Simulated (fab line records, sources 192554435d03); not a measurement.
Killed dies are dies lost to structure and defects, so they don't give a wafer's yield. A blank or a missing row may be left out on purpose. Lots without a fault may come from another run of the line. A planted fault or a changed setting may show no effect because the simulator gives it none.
Which tool did it? | flow n5_finfet | 24 lots, 72 wafers sampled, at 4 steps of a route of 1938

WHAT THE GAUGES READ, wafer by wafer
N5_BEOL_M7_OVL_MEAS_12.
lot  | measured     | on         | M7_OVL (nm)
L074 | day 8 21:07  | overlay-02 | -0.8 0.1 -0.4
L075 | day 9 17:06  | overlay-01 | -0.4 0.6 -0.6
L077 | day 9 17:43  | overlay-02 | -0.6 0.3 -0.2
L076 | day 9 17:57  | overlay-01 | -0.2 -0.2 1.0
L079 | day 9 22:27  | overlay-02 | -0.9 -0.9 -0.4
L078 | day 9 22:37  | overlay-02 | 0.1 -0.2 0.7
L080 | day 10 12:32 | overlay-01 | 0.9 0.1 0.6
L081 | day 10 20:00 | overlay-02 | -0.5 -0.1 -0.8
L082 | day 10 23:42 | overlay-02 | 0.5 0.7 1.2
L083 | day 11 06:00 | overlay-01 | 0.4 0.7 -0.3
L085 | day 11 20:45 | overlay-02 | -0.4 -1.1 -0.1
L086 | day 12 05:26 | overlay-01 | 0.6 0.1 1.1
L084 | day 12 07:30 | overlay-01 | -0.2 -0.8 0.2
L088 | day 12 11:20 | overlay-02 | 0.6 0.9 0.9
L087 | day 12 19:12 | overlay-02 | 1.3 1.0 0.8
L089 | day 12 19:22 | overlay-02 | -0.5 0.6 0.0
L090 | day 13 01:28 | overlay-02 | 0.5 -0.5 -0.4
L091 | day 13 01:31 | overlay-01 | 0.0 0.2 0.4
L093 | day 13 12:20 | overlay-01 | 0.8 0.0 0.4
L092 | day 13 19:20 | overlay-01 | -0.1 0.1 -0.4
L094 | day 14 09:19 | overlay-02 | 1.7 2.6 0.4
L095 | day 14 14:47 | overlay-02 | 0.5 -0.5 -0.5
L096 | day 14 18:48 | overlay-01 | 0.1 -0.5 0.2
L097 | day 15 04:02 | overlay-01 | -0.1 -1.0 -1.2

N5_BEOL_M8_CD_MEAS_28: target cd 40 nm.
lot  | measured     | on        | cd_nm (nm)
L074 | day 9 10:59  | cd_sem-01 | 40.07 40.02 39.85
L075 | day 10 02:35 | cd_sem-03 | 40.35 40.50 40.32
L077 | day 10 04:47 | cd_sem-02 | 39.65 40.13 40.11
L076 | day 10 04:49 | cd_sem-03 | 39.95 39.59 39.71
L079 | day 10 07:13 | cd_sem-02 | 40.62 40.42 40.13
L078 | day 10 07:23 | cd_sem-02 | 40.15 39.73 39.94
L080 | day 10 22:10 | cd_sem-02 | 39.99 39.83 40.06
L081 | day 11 08:44 | cd_sem-01 | 39.98 39.61 39.77
L082 | day 11 08:34 | cd_sem-02 | 39.80 40.13 40.34
L083 | day 11 16:33 | cd_sem-02 | 39.93 39.83 39.72
L085 | day 12 06:05 | cd_sem-01 | 40.08 39.89 40.00
L086 | day 12 14:20 | cd_sem-03 | 39.83 40.17 40.14
L084 | day 12 17:33 | cd_sem-03 | 39.89 40.10 40.17
L088 | day 12 20:39 | cd_sem-02 | 40.02 40.11 40.04
L087 | day 13 03:56 | cd_sem-01 | 39.91 39.96 39.64
L089 | day 13 05:33 | cd_sem-01 | 39.90 39.84 39.84
L090 | day 13 12:06 | cd_sem-02 | 40.17 40.24 40.09
L091 | day 13 11:54 | cd_sem-02 | 39.77 40.28 40.04
L093 | day 13 20:29 | cd_sem-01 | 39.98 39.77 39.82
L092 | day 14 07:46 | cd_sem-03 | 40.04 39.60 39.75
L094 | day 14 23:45 | cd_sem-03 | 39.71 39.88 39.93
L095 | day 15 02:23 | cd_sem-02 | 39.77 40.16 39.85
L096 | day 15 05:50 | cd_sem-02 | 40.02 40.52 40.21
L097 | day 15 12:31 | cd_sem-01 | 40.45 40.21 39.99

N5_BEOL_M9_CD_MEAS_11: target cd 64.1 nm.
lot  | measured     | on        | cd_nm (nm)
L074 | day 9 17:11  | cd_sem-03 | 64.3 63.5 64.0
L075 | day 10 08:36 | cd_sem-02 | 64.9 65.0 64.4
L077 | day 10 12:36 | cd_sem-03 | 63.7 64.0 63.4
L076 | day 10 12:38 | cd_sem-01 | 64.3 63.8 63.7
L079 | day 10 12:41 | cd_sem-02 | 64.5 64.7 64.5
L078 | day 10 15:19 | cd_sem-01 | 64.1 64.2 63.5
L080 | day 11 05:54 | cd_sem-02 | 64.4 63.8 64.3
L081 | day 11 16:00 | cd_sem-01 | 63.2 63.9 64.1
L082 | day 11 15:24 | cd_sem-02 | 65.1 64.6 65.0
L083 | day 12 00:47 | cd_sem-03 | 63.7 63.1 64.0
L085 | day 12 12:43 | cd_sem-03 | 64.2 63.8 64.0
L086 | day 12 21:56 | cd_sem-02 | 64.7 64.4 63.7
L084 | day 13 00:34 | cd_sem-02 | 63.2 64.1 63.7
L088 | day 13 04:35 | cd_sem-02 | 64.2 63.0 63.0
L087 | day 13 09:34 | cd_sem-02 | 63.6 64.0 64.3
L089 | day 13 12:06 | cd_sem-01 | 64.1 64.0 64.0
L090 | day 13 19:10 | cd_sem-01 | 63.9 63.8 62.8
L091 | day 13 16:12 | cd_sem-01 | 63.6 63.8 64.1
L093 | day 14 05:41 | cd_sem-03 | 63.6 63.7 64.5
L092 | day 14 14:47 | cd_sem-03 | 63.4 63.5 64.1
L094 | day 15 04:25 | cd_sem-02 | 64.3 64.7 64.9
L095 | day 15 07:11 | cd_sem-01 | 63.8 63.7 63.2
L096 | day 15 11:19 | cd_sem-02 | 64.4 64.2 65.2
L097 | day 15 19:41 | cd_sem-03 | 63.6 63.7 64.1

WHICH TOOL RAN EACH LOT (tool, then ch and the chambers of the sampled wafers, then the start)
lot  | N5_BEOL_M8_CMP_52
L074 | cmp-02 ch 0,2,3, day 9 14:28
L075 | cmp-01 ch 0,1,3, day 10 06:00
L077 | cmp-02 ch 0,2,3, day 10 08:29
L076 | cmp-01 ch 1,2,3, day 10 08:56
L079 | cmp-02 ch 0,2,3, day 10 09:36
L078 | cmp-02 ch 0,2, day 10 13:09
L080 | cmp-02 ch 0,1, day 11 02:49
L081 | cmp-03 ch 1,2, day 11 13:19
L082 | cmp-03 ch 0,1,2, day 11 12:14
L083 | cmp-02 ch 0,1,2, day 11 21:08
L085 | cmp-02 ch 0,1,2, day 12 10:38
L086 | cmp-01 ch 0,1,3, day 12 18:23
L084 | cmp-02 ch 1,2,3, day 12 21:25
L088 | cmp-02 ch 1,2,3, day 13 00:44
L087 | cmp-01 ch 0,1,3, day 13 07:41
L089 | cmp-03 ch 2,3, day 13 08:44
L090 | cmp-03 ch 0,1,3, day 13 15:07
L091 | cmp-01 ch 0,1,3, day 13 14:20
L093 | cmp-01 ch 0,3, day 14 01:05
L092 | cmp-01 ch 1,3, day 14 10:46
L094 | cmp-02 ch 0,1,2, day 15 02:34
L095 | cmp-01 ch 0,1, day 15 05:06
L096 | cmp-03 ch 0,1,2, day 15 08:35
L097 | cmp-03 ch 0,1,3, day 15 16:31
- N5_BEOL_M8_CMP_52: polishes, stops on SiCOH lowk, t overpolish 6.9 s, target thk 80 nm.

WHAT THE TOOLS THEMSELVES READ (means of the sampled wafers that have a number; where no wafer has one, the mark that the record gives instead)
N5_BEOL_M8_CMP_52.
lot  | tool   | barrier_field_endpoint_s (s) | head_pressure_psi (psi) | motor_current_A (A) | overpolish_run_s (s) | time_to_endpoint_s (s)
L074 | cmp-02 | 28.4                         | 1.0015                  | 5.6                 | 6.903                | 63.1
L075 | cmp-01 | 29.1                         | 1.0006                  | 6.6                 | 6.900                | 64.9
L077 | cmp-02 | 28.8                         | 1.0013                  | 5.6                 | 6.904                | 62.8
L076 | cmp-01 | 28.8                         | 0.9986                  | 6.3                 | 6.904                | 59.5
L079 | cmp-02 | 28.3                         | 1.0021                  | 5.4                 | 6.905                | 64.1
L078 | cmp-02 | 28.0                         | 1.0017                  | 5.3                 | 6.905                | 59.0
L080 | cmp-02 | 29.1                         | 0.9979                  | 6.4                 | 6.898                | 59.0
L081 | cmp-03 | 28.7                         | 0.9980                  | 6.9                 | 6.903                | 60.9
L082 | cmp-03 | 29.5                         | 0.9997                  | 6.5                 | 6.909                | 64.3
L083 | cmp-02 | 28.3                         | 0.9987                  | 6.0                 | 6.888                | 57.9
L085 | cmp-02 | 29.3                         | 1.0015                  | 6.0                 | 6.893                | 58.4
L086 | cmp-01 | 29.2                         | 0.9988                  | 6.5                 | 6.903                | 60.7
L084 | cmp-02 | 28.9                         | 1.0008                  | 6.1                 | 6.889                | 60.3
L088 | cmp-02 | 28.8                         | 1.0001                  | 6.1                 | 6.908                | 62.4
L087 | cmp-01 | 29.4                         | 1.0007                  | 6.6                 | 6.907                | 63.5
L089 | cmp-03 | 29.6                         | 0.9996                  | 6.5                 | 6.899                | 62.3
L090 | cmp-03 | 28.2                         | 0.9983                  | 6.3                 | 6.897                | 62.4
L091 | cmp-01 | 28.9                         | 0.9988                  | 6.6                 | 6.897                | 64.2
L093 | cmp-01 | 28.3                         | 1.0010                  | 6.6                 | 6.899                | 61.6
L092 | cmp-01 | 28.6                         | 1.0012                  | 6.1                 | 6.897                | 66.1
L094 | cmp-02 | 28.9                         | 1.0012                  | 5.9                 | 6.893                | 66.5
L095 | cmp-01 | 29.3                         | 1.0003                  | 6.7                 | 6.907                | 61.8
L096 | cmp-03 | 28.7                         | 0.9976                  | 6.3                 | 6.903                | 60.9
L097 | cmp-03 | 28.1                         | 0.9989                  | 6.2                 | 6.888                | 59.4

THE ANSWER, worked out from the rows above alone
Rule: what is usual is taken from the lots themselves. Put in order of their means at a reading, lots are off if they are a third of the lots or fewer, leave a main group of 4 or more, and stand apart from it by a gap of 3 or more times the standard deviation of the main group's means; of several such gaps the widest counts. A main group whose means are all the same, to the digits that the tables above print for the reading, isn't used. A lot without any number at a reading at which 4 lots or more have one is off too. The other lots that the step has rows for count as sound. The gauges are gone through in route order, then the tools' own readings, and for those a lot's mean is taken as printed above. The first step at which some lot is off is used, and at that step the reading that is off furthest; a lot without a number counts as furthest.
No lot is off at any reading shown: from this, nothing can be told.

WHAT THE SIMULATOR HAD PUT IN
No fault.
